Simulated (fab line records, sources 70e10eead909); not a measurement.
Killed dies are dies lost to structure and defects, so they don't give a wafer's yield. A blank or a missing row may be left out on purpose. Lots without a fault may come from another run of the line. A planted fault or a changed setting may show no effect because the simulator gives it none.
Tool commonality check | flow nand_harc | 4 lots, 10 wafers sampled

WHY IT WAS OPENED
At NHARC_END_SORT_01 the reading killed_at_periphery is flagged on 2 of 4 lots. Wafers without a fault read 3.7, standard deviation 2.6.
Rule: a lot is flagged when every wafer of it that has a number lies more than 4 standard deviations from that mean, or none has a number. The other lots count as sound.

lot  | measured     | on        | killed_at_periphery, wafer by wafer | flag
L245 | day 26 02:43 | prober-01 | 4 1 3                               |
L249 | day 26 22:04 | prober-01 | 76 45 82                            | FLAGGED
L251 | day 28 21:35 | prober-02 | 88 79 77                            | FLAGGED
L261 | day 33 04:23 | prober-02 | 3                                   |
The numbers of the flagged lots are 74.5 on average: +70.8 against the usual, or +27 standard deviations.

WHICH TOOL RAN EACH LOT
The record holds 4 process steps before the reading, out of a route of 1302 steps. In each cell: the tool, then ch and the chambers that the sampled wafers went through, then the start.
lot  | flag    | NHARC_P_CONTACT_PVD_32       | NHARC_THIN_TSV_DEP_47           | NHARC_THIN_TSV_CMP_21         | NHARC_THIN_TSV_DEGAS_53
L245 |         | pvd_sputter-02, day 7 22:02  | pecvd-01 ch 0,1,2, day 25 12:01 | cmp-02 ch 0,1,2, day 25 14:41 | pvd_sputter-02, day 25 15:09
L249 | FLAGGED | pvd_sputter-01, day 9 05:07  | pecvd-02 ch 0,1,2, day 26 09:47 | cmp-01 ch 0,3, day 26 12:18   | pvd_sputter-02, day 26 12:46
L251 | FLAGGED | pvd_sputter-01, day 10 04:23 | pecvd-03 ch 0,1, day 28 06:38   | cmp-02 ch 1,2,3, day 28 09:12 | pvd_sputter-01, day 28 09:37
L261 |         | pvd_sputter-01, day 14 22:58 | pecvd-03 ch 0,1,2, day 32 14:55 | cmp-01 ch 0,1,3, day 32 17:26 | pvd_sputter-03, day 32 17:53
What these steps do:
- NHARC_P_CONTACT_PVD_32: deposits Ti, target thk 5 nm, time 17.7 s.
- NHARC_THIN_TSV_DEP_47: deposits SiO2, target thk 200 nm.
- NHARC_THIN_TSV_CMP_21: polishes, t overpolish 30 s, target thk 2000 nm.
- NHARC_THIN_TSV_DEGAS_53: time 60 s.
- NHARC_END_SORT_01

FLAGGED OVER TOTAL, TOOL BY TOOL (the gauges that took the reading come last)
step                    | tool           | lots run | flagged | share of the flagged lots | sound lots run after its first flagged lot
NHARC_P_CONTACT_PVD_32  | pvd_sputter-01 | 3        | 2       | all                       | 1 (L261)
NHARC_P_CONTACT_PVD_32  | pvd_sputter-02 | 1        | 0       | none                      | -
NHARC_THIN_TSV_DEP_47   | pecvd-01       | 1        | 0       | none                      | -
NHARC_THIN_TSV_DEP_47   | pecvd-02       | 1        | 1       | some                      | 0
NHARC_THIN_TSV_DEP_47   | pecvd-03       | 2        | 1       | some                      | 1 (L261)
NHARC_THIN_TSV_CMP_21   | cmp-01         | 2        | 1       | some                      | 1 (L261)
NHARC_THIN_TSV_CMP_21   | cmp-02         | 2        | 1       | some                      | 0
NHARC_THIN_TSV_DEGAS_53 | pvd_sputter-01 | 1        | 1       | some                      | 0
NHARC_THIN_TSV_DEGAS_53 | pvd_sputter-02 | 2        | 1       | some                      | 0
NHARC_THIN_TSV_DEGAS_53 | pvd_sputter-03 | 1        | 0       | none                      | -
NHARC_END_SORT_01       | prober-01      | 2        | 1       | some                      | 0
NHARC_END_SORT_01       | prober-02      | 2        | 1       | some                      | 1 (L261)

WHAT THE TABLE ALLOWS
1 row of the table ran every flagged lot: pvd_sputter-01 at NHARC_P_CONTACT_PVD_32.
- pvd_sputter-01 at NHARC_P_CONTACT_PVD_32: 2 of its 3 lots flagged. Sound lots ran on it after the first flagged one (L261), which a lasting fault on the whole tool wouldn't allow.
No row of the table ran every flagged lot and no sound lot after the first.

WHAT THE SIMULATOR HAD PUT IN
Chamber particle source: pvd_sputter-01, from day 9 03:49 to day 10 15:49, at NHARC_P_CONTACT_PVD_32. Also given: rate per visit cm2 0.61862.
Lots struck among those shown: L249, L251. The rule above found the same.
